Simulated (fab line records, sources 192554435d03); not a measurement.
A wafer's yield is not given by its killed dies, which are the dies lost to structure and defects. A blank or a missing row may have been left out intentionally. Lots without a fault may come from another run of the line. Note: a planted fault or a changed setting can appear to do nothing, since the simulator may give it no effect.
Matching of chambers + flow n5 finfet + 4 sister chambers for N5_FIN_SAQP_ETCH_64 on rie si-03
The step etches SiO2 in CF4, target depth 1.5 nm. 8 wafers are shown with their chamber, then 8 later ones without.

== WAFERS WITH THEIR CHAMBER ==
| wafer  | chamber | throttle valve pct (%) | drypump motor current A (A) |
|--------|---------|------------------------|-----------------------------|
| L078.2 | 1       | 21.37                  | 5.4                         |
| L083.5 | 2       | 22.26                  | 4.9                         |
| L087.3 | 3       | 21.65                  | 5.2                         |
| L087.6 | 0       | 21.93                  | 5.7                         |
| L088.2 | 0       | 21.94                  | 5.6                         |
| L088.5 | 3       | 21.66                  | 5.2                         |
| L088.6 | 2       | 22.27                  | 4.9                         |
| L093.2 | 1       | 21.48                  | 5.5                         |

== WAFERS MISSING THEIR CHAMBER ==
| wafer  | throttle valve pct (%) | drypump motor current A (A) |
|--------|------------------------|-----------------------------|
| L093.5 | 22.25                  | 4.9                         |
| L093.6 | 21.64                  | 5.3                         |
| L096.2 | 21.67                  | 5.2                         |
| L096.4 | 21.50                  | 5.4                         |
| L096.6 | 21.66                  | 5.2                         |
| L097.1 | 21.65                  | 5.2                         |
| L097.5 | 21.66                  | 5.2                         |
| L097.6 | 21.50                  | 5.4                         |

== CHAMBER TAKEN BY EACH ==
| wafer  | from the rows above | in truth |
|--------|---------------------|----------|
| L093.5 | 2                   | 2        |
| L093.6 | 3                   | 3        |
| L096.2 | 3                   | 3        |
| L096.4 | 1                   | 1        |
| L096.6 | 3                   | 3        |
| L097.1 | 3                   | 3        |
| L097.5 | 3                   | 3        |
| L097.6 | 1                   | 1        |
Correctly placed: 8 of 8. Number that these rows cannot place: 0. Wrongly placed: 0.
How it was worked out, from the rows above alone: a wafer's distance from a chamber is the root of the sum, over the readings, of the square of ((its reading less the chamber's mean) divided by the reading's scatter). The wafer belongs to the nearest chamber; if the next one is less than 2 further off, it can't be placed. Each chamber's mean is taken over the wafers shown for it. The scatter: take each reading less its chamber's mean, square it, sum over the shown wafers, divide by the number of wafers less the number of chambers, and take the root.
